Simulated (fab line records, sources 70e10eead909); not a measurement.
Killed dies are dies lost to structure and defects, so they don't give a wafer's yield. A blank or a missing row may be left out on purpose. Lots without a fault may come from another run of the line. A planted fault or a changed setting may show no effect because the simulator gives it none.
fab line records | flow nand_harc
record lots=13 wafers=38 last_day=33
route steps=1302 shown P_STI@91 P_GATE@142
lots that met no fault: from a run of the same line without faults
start_h: hours from the record's first day to the start of the lot's first wafer shown | wait_h: hours since the lot's step before | " the same as in the row above | L1.1+2: a row that stands for several wafers | - no value, or no start given | * or withheld: withheld | < > ~ a bound
route shown NAME@n: a module of which the file shows steps, and the number in the route of the first | usual: mean/standard deviation of fault-free wafers | same: alike in all rows | chamber/n: place in a boat | sites: the reading at each site | _std_site: their standard deviation | _edge_site: outer sites' mean less inner sites' | radius_mm: how far each site lies from the wafer's centre | mask NAME#n: copy n | behind: the tool/chamber that last shaped the wafer | hold: why the lot was held/for how many hours/how that ended | device: the transistor (n, p or np) that didn't switch | end of line: the same wafers' tests at the end of the route | a step without rows: its recipe alone | killed: dies lost to structure and defects at the first sort, not the wafer's yield | map: a wafer's dies, x killed, . not, _ none there
set.NAME: the setting as run; set.NAME@STEP: as run at that earlier step | model.NAME: the simulator's own value behind a step, which no gauge read
steps of the route over a sample of lots; a table a step, a row a wafer
services: from which hour (start_h, from the record's first day; less than 0 if before it) a tool's chamber was out of use, for how many hours, and why
## steps
# step NHARC_P_STI_CD_MEAS_16
# usual cd_nm=199.3/2.8
# columns lot.wafer tool chamber start_h wait_h cd_nm
L152.1 cd_sem-01 - 46.82 - 200.6
L152.3 " - " " 200.3
L152.4 " - " " 203.4
L153.1 cd_sem-02 - 57.45 - 202.2
L153.3 " - " " 200.1
L153.5 " - " " 199.0
L154.2 cd_sem-02 - 67.69 - 203.2
L154.4 " - " " 200.8
L154.5 " - " " 200.4
L155.1 cd_sem-02 - 74.30 - 200.8
L155.2 " - " " 201.6
L155.3 " - " " 200.8
L157.1 cd_sem-01 - 93.05 - 201.3
L157.4 " - " " 200.7
L157.6 " - " " 200.7
L158.1 cd_sem-02 - 105.36 - 202.0
L158.4 " - " " 203.7
L158.5 " - " " 201.2
L161.3 cd_sem-01 - 135.51 - 197.0
L161.5 " - " " 193.3
L161.6 " - " " 196.7
L168.3 cd_sem-03 - 205.42 - 201.6
L168.4 " - " " 201.9
L170.1 cd_sem-02 - 225.94 - 197.1
L170.4 " - " " 201.1
L170.6 " - " " 200.6
L171.2 cd_sem-03 - 239.11 - 197.5
L171.4 " - " " 196.1
L171.6 " - " " 198.2
L173.2 cd_sem-03 - 254.02 - 199.9
L173.4 " - " " 199.8
L173.6 " - " " 198.2
L174.1 cd_sem-03 - 265.50 - 203.1
L174.3 " - " " 202.9
L174.6 " - " " 200.3
L175.1 cd_sem-02 - 281.11 - 197.3
L175.4 " - " " 201.1
L175.5 " - " " 199.6
# step NHARC_P_GATE_OVL_MEAS_27
# usual overlay_x_nm=0.2/0.74 overlay_y_nm=-0.1/0.69
# columns lot.wafer tool chamber start_h wait_h overlay_x_nm overlay_y_nm
L152.1 overlay-01 - 97.76 - 0.5 0.2
L152.3 " - " " 0.8 0.3
L152.4 " - " " 0.8 0.8
L153.1 overlay-02 - 115.93 - -0.2 0.0
L153.3 " - " " -0.1 -0.1
L153.5 " - " " 0.1 -0.3
L154.2 overlay-01 - 123.64 - 0.2 0.2
L154.4 " - " " 0.2 0.2
L154.5 " - " " 0.1 0.1
L155.1 overlay-01 - 128.34 - -0.2 1.1
L155.2 " - " " 0.0 1.3
L155.3 " - " " -0.3 1.7
L157.1 overlay-02 - 148.98 - 1.0 -0.8
L157.4 " - " " 1.4 -0.5
L157.6 " - " " 1.3 0.3
L158.1 overlay-01 - 159.81 - -1.4 -0.4
L158.4 " - " " -0.3 -0.5
L158.5 " - " " -1.3 -0.4
L161.3 overlay-02 - 189.58 - 1.2 -0.1
L161.5 " - " " 1.4 -0.5
L161.6 " - " " 1.3 -0.6
L168.3 overlay-01 - 265.84 - 1.1 0.3
L168.4 " - " " 0.1 -0.1
L170.1 overlay-02 - 278.11 - -0.1 -0.1
L170.4 " - " " 0.2 0.0
L170.6 " - " " 0.0 -0.8
L171.2 overlay-02 - 298.61 - -0.3 -1.5
L171.4 " - " " 0.0 -0.8
L171.6 " - " " 0.2 -1.2
L173.2 overlay-01 - 316.96 - 0.0 0.0
L173.4 " - " " 0.5 0.0
L173.6 " - " " 0.6 0.1
L174.1 overlay-01 - 323.82 - -1.9 -0.3
L174.3 " - " " -1.2 -0.6
L174.6 " - " " -0.9 0.0
L175.1 overlay-01 - 337.22 - 0.2 0.1
L175.4 " - " " 0.2 0.4
L175.5 " - " " 0.2 0.1
# step NHARC_P_GATE_ETCH_32
# recipe target_depth_a=1500 over_etch_frac=1 over_etch_ion_energy_ev=40 time_s=100.1 hbr_flow_sccm=150 cl2_flow_sccm=50 rf_w=400 icp_w=400 bias_w=100 chemistry=HBr/Cl2
# usual drypump_motor_current_A=5.7/0.46 he_backside_leak_sccm=2.59/0.24 oes_product_au=0.999/0.0091 throttle_valve_pct=26.406/0.0094 time_s=100.1/0
# columns lot.wafer tool chamber start_h wait_h drypump_motor_current_A he_backside_leak_sccm oes_product_au rf_hours_counter_h throttle_valve_pct time_s
L152.3 rie_si-06 0 98.34 - 5.9 2.59 1.002 0.10 26.411 100.1
L152.1 " 1 " " 5.3 2.53 0.987 0.17 26.407 100.1
L152.4 " 2 " " 5.6 2.31 1.002 0.19 26.404 100.1
L153.3 rie_si-06 3 116.49 - 6.3 2.61 0.993 0.27 26.391 100.1
L153.1 " 0 " " 5.9 2.30 0.998 0.22 26.421 100.1
L153.5 " 0 " " 5.9 2.49 0.990 - 26.414 100.1
L154.4 rie_si-01 0 124.20 - 5.9 2.21 0.986 0.54 26.405 100.1
L154.2 " 1 " " 5.3 2.39 0.995 0.49 26.417 100.1
L154.5 " 0 " " 5.9 2.23 0.991 - 26.411 100.1
L155.3 rie_si-03 1 128.90 - 6.3 2.94 1.002 0.41 26.410 100.1
L155.1 " 2 " " 5.4 2.40 1.002 0.39 26.399 100.1
L155.2 " 3 " " 5.5 2.96 0.991 0.40 26.404 100.1
L157.1 rie_si-01 2 149.57 - 5.5 2.72 0.996 0.65 26.405 100.1
L157.4 " 3 " " 6.5 2.48 1.001 0.68 26.417 100.1
L157.6 " 1 " " 5.3 2.49 0.990 - 26.393 100.1
L158.4 rie_si-03 3 160.39 - 5.5 2.80 1.000 0.57 26.406 100.1
L158.1 " 2 " " 5.4 2.37 1.006 0.60 26.391 100.1
L158.5 " 0 " " 5.0 2.83 1.004 - 26.421 100.1
L161.3 rie_si-01 3 190.17 - 6.5 2.38 0.997 0.83 26.400 100.1
L161.5 " 1 " " 5.3 2.43 0.994 - 26.403 100.1
L161.6 " 2 " " 5.6 2.71 1.009 - 26.401 100.1
L168.3 rie_si-03 1 266.40 - 6.3 2.90 0.998 0.25 26.395 107.63
L168.4 " 2 " " 5.4 2.31 1.000 0.19 26.414 107.63
L170.4 rie_si-03 1 278.67 - 6.3 3.05 1.009 0.44 26.405 107.63
L170.1 " 0 " " 5.0 2.72 1.002 0.42 26.378 100.1
L170.6 " 1 " " 6.2 2.95 0.995 - 26.412 100.1
L171.4 rie_si-01 3 299.19 - 6.5 2.38 0.996 0.59 26.400 100.1
L171.2 " 0 " " 5.8 2.56 0.983 0.59 26.423 100.1
L171.6 " 2 " " 5.6 2.72 1.003 - 26.413 100.1
L173.2 rie_si-01 3 317.55 - 6.5 2.57 0.997 0.77 26.396 100.1
L173.4 " 0 " " 5.9 2.37 0.987 0.72 26.409 100.1
L173.6 " 2 " " 5.5 2.72 0.990 - 26.413 100.1
L174.3 rie_si-01 1 324.38 - 5.3 2.44 0.998 0.73 26.415 100.1
L174.1 " 3 " " 6.5 2.58 0.994 0.81 26.396 100.1
L174.6 " 1 " " 5.3 2.24 1.012 - 26.400 100.1
L175.4 rie_si-01 2 337.78 - 5.6 2.71 0.998 0.89 26.397 100.1
L175.1 " 0 " " 5.9 2.30 1.013 0.85 26.405 100.1
L175.5 " 2 " " 5.6 2.83 0.994 - 26.415 100.1
# step NHARC_P_GATE_ALD_36
# recipe target_thk_a=200 pulse_time_s=60 ald_cycles=223 temp_c=400 material=SiNx
# usual heater_power_w=842/110 precursor_pulse_height_rel=1.000/0.019
# columns lot.wafer tool chamber start_h wait_h heater_power_w precursor_pulse_height_rel
L152.1 ald_sin-03 1 100.18 - 735 1.005
L152.4 " 2 101.25 - 742 0.958
L152.3 " 3 102.31 - 719 0.995
L153.1 ald_sin-04 2 117.28 - 940 0.994
L153.3 " 0 119.39 - 1036 1.007
L153.5 " 3 122.55 - 843 0.988
L154.2 ald_sin-01 1 127.81 - 819 1.041
L154.5 " 3 129.22 - 841 1.015
L154.4 " 1 132.05 - 798 1.026
L155.2 ald_sin-03 1 129.70 - 728 1.013
L155.3 " 2 130.75 - 730 0.990
L155.1 " 3 131.81 - 710 1.027
L157.4 ald_sin-01 3 150.34 - 886 0.987
L157.1 " 2 153.52 - 1002 0.999
L157.6 " 0 155.64 - 959 0.992
L158.4 ald_sin-03 1 162.28 - 722 0.988
L158.1 " 3 164.43 - 722 0.978
L158.5 " 0 165.51 - 722 0.975
L161.3 ald_sin-03 0 194.19 - 657 1.000
L161.6 " 1 195.27 - 690 1.018
L161.5 " 2 196.35 - 703 1.014
L168.3 ald_sin-04 2 268.64 - 946 0.975
L168.4 " 0 271.53 - 1027 0.989
L170.1 ald_sin-03 2 282.25 - 721 1.002
L170.6 " 0 283.64 - 669 0.976
L170.4 " 2 286.42 - 712 0.995
L171.4 ald_sin-01 0 301.05 - 978 1.002
L171.2 " 1 302.11 - 792 1.019
L171.6 " 0 305.31 - 974 1.038
L173.2 ald_sin-03 0 318.31 - 680 0.994
L173.6 " 0 322.50 - 677 0.979
L173.4 " 2 323.90 - 706 1.004
L174.3 ald_sin-04 2 325.17 - 874 0.951
L174.1 " 3 326.23 - 825 0.974
L174.6 " 3 330.49 - 817 1.030
L175.1 ald_sin-01 2 339.63 - 912 0.986
L175.4 " 0 341.76 - 958 1.023
L175.5 " 2 343.88 - 921 0.978
## services
# columns tool chamber start_h hours kind
ald_sin-01 2 87.10 62.9 repair
ald_sin-04 - 89.73 10.0 pm
ald_sin-01 - 98.20 1.2 repair
ald_sin-01 - 122.02 0.5 repair
rie_si-03 1 138.18 1.4 repair
rie_si-01 2 151.25 2.7 repair
rie_si-03 0 166.74 4.8 repair
ald_sin-04 2 181.14 6.1 repair
ald_sin-04 1 182.54 5.4 repair
rie_si-06 0 186.16 4.9 repair
rie_si-01 - 193.00 9.0 pm
rie_si-01 0 193.00 9.0 vent_cycle
ald_sin-01 3 204.90 9.4 repair
ald_sin-04 3 205.16 16.2 repair
ald_sin-04 0 205.49 12.2 repair
ald_sin-01 - 218.12 10.0 pm
rie_si-03 - 221.00 9.0 pm
ald_sin-04 2 239.35 7.8 repair
rie_si-06 - 249.00 9.0 pm
rie_si-03 3 262.58 3.8 repair
ald_sin-04 1 266.18 13.8 repair
ald_sin-03 3 278.27 9.9 repair
rie_si-01 0 288.43 2.5 repair
rie_si-06 0 343.29 1.7 repair
## key
first_sign step=NHARC_P_GATE_ETCH_32 reading=time_s direction=up sigmas=99+ usual=* struck=*
effect none on later readings
met_at NHARC_P_GATE_ETCH_32
struck_lots L168,L170
struck_wafers L168.3,L168.4,L170.4
tester_left_out L168,L170
not_acting_at NHARC_P_STI_CD_MEAS_16,NHARC_P_GATE_OVL_MEAS_27,NHARC_P_GATE_ALD_36
onset_between 160.39 266.40
fault kind=process_parameter_drift tool=rie_si-03 chamber=- onset_h=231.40 steps=NHARC_P_GATE_ETCH_32 channel=time_s offset=* shape=step end_h=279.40 scope=struck_wafers_only acts_in=* stated=*
# tester_left_out: of these lots the tester's yield and bins aren't shown, on N5 and GAA mostly nor the transistor test; their killed dies are dies lost to structure and defects alone, not to doping, threshold or leakage, so they don't give the yield
